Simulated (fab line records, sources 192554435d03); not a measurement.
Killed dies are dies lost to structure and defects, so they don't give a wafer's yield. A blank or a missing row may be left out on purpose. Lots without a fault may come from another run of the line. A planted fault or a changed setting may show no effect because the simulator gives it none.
Chamber matching | flow n5_finfet | N5_FIN_SAQP_SPACER2_ETCHBACK_29 on rie_diel-04: 4 sister chambers
The step etches SiO2 in CHF3/O2, target depth 12.2 nm, time 6.1 s. 20 wafers are shown with their chamber, then 10 later ones without.

WAFERS WITH THEIR CHAMBER
wafer  | chamber | throttle_valve_pct (%) | drypump_motor_current_A (A) | showerhead_plenum_p_Torr (Torr)
L076.1 | 2       | 18.54                  | 5.5                         | 2.46
L076.3 | 0       | 19.23                  | 5.1                         | 2.40
L076.6 | 0       | 19.23                  | 5.1                         | 2.40
L079.1 | 2       | 18.55                  | 5.4                         | 2.45
L079.4 | 0       | 19.25                  | 5.1                         | 2.40
L079.6 | 2       | 18.54                  | 5.4                         | 2.45
L080.2 | 2       | 18.54                  | 5.4                         | 2.45
L080.5 | 1       | 19.11                  | 6.5                         | 2.38
L080.6 | 0       | 19.25                  | 5.1                         | 2.40
L081.1 | 3       | 19.21                  | 5.9                         | 2.28
L081.3 | 2       | 18.56                  | 5.4                         | 2.45
L081.6 | 3       | 19.22                  | 5.8                         | 2.28
L082.2 | 2       | 18.55                  | 5.4                         | 2.45
L082.4 | 0       | 19.24                  | 5.1                         | 2.39
L082.5 | 1       | 19.12                  | 6.5                         | 2.38
L084.1 | 0       | 19.26                  | 5.1                         | 2.39
L084.5 | 2       | 18.56                  | 5.5                         | 2.45
L084.6 | 3       | 19.23                  | 5.9                         | 2.28
L087.1 | 2       | 18.57                  | 5.5                         | 2.45
L087.5 | 3       | 19.23                  | 5.9                         | 2.27

SIGNATURES (means of the wafers above)
reading                  | chamber 0 | chamber 1 | chamber 2 | chamber 3 | scatter within a chamber
throttle_valve_pct       | 19.2433   | 19.1150   | 18.5512   | 19.2225   | 0.011
drypump_motor_current_A  | 5.100     | 6.500     | 5.438     | 5.875     | 0.0405
showerhead_plenum_p_Torr | 2.3967    | 2.3800    | 2.4512    | 2.2775    | 0.0043
Rule: a wafer's distance from a chamber is the root of the sum, over the readings, of the square of ((its reading less the chamber's mean) divided by the reading's scatter). The wafer belongs to the nearest chamber; if the next one is less than 2 further off, it can't be placed. The scatter: the root of (the sum of the squares of (reading less its chamber's mean) over the shown wafers, divided by (wafers less chambers)).

WAFERS WITHOUT THEIR CHAMBER
wafer  | throttle_valve_pct (%) | drypump_motor_current_A (A) | showerhead_plenum_p_Torr (Torr)
L087.6 | 18.58                  | 5.4                         | 2.45
L089.1 | 19.28                  | 5.1                         | 2.39
L089.3 | 18.58                  | 5.5                         | 2.45
L089.4 | 19.13                  | 6.5                         | 2.37
L090.4 | 19.13                  | 6.5                         | 2.37
L090.5 | 19.13                  | 6.5                         | 2.37
L090.6 | 19.27                  | 5.1                         | 2.39
L095.1 | 18.60                  | 5.4                         | 2.44
L095.3 | 19.17                  | 6.5                         | 2.37
L095.5 | 18.60                  | 5.4                         | 2.44

WHICH CHAMBER EACH WENT THROUGH
wafer  | from the rows above | in truth
L087.6 | 2                   | 2
L089.1 | 0                   | 0
L089.3 | 2                   | 2
L089.4 | 1                   | 1
L090.4 | 1                   | 1
L090.5 | 1                   | 1
L090.6 | 0                   | 0
L095.1 | 2                   | 2
L095.3 | 1                   | 1
L095.5 | 2                   | 2
Placed correctly: 10 of 10. Can't be placed from these rows: 0. Placed wrongly: 0.
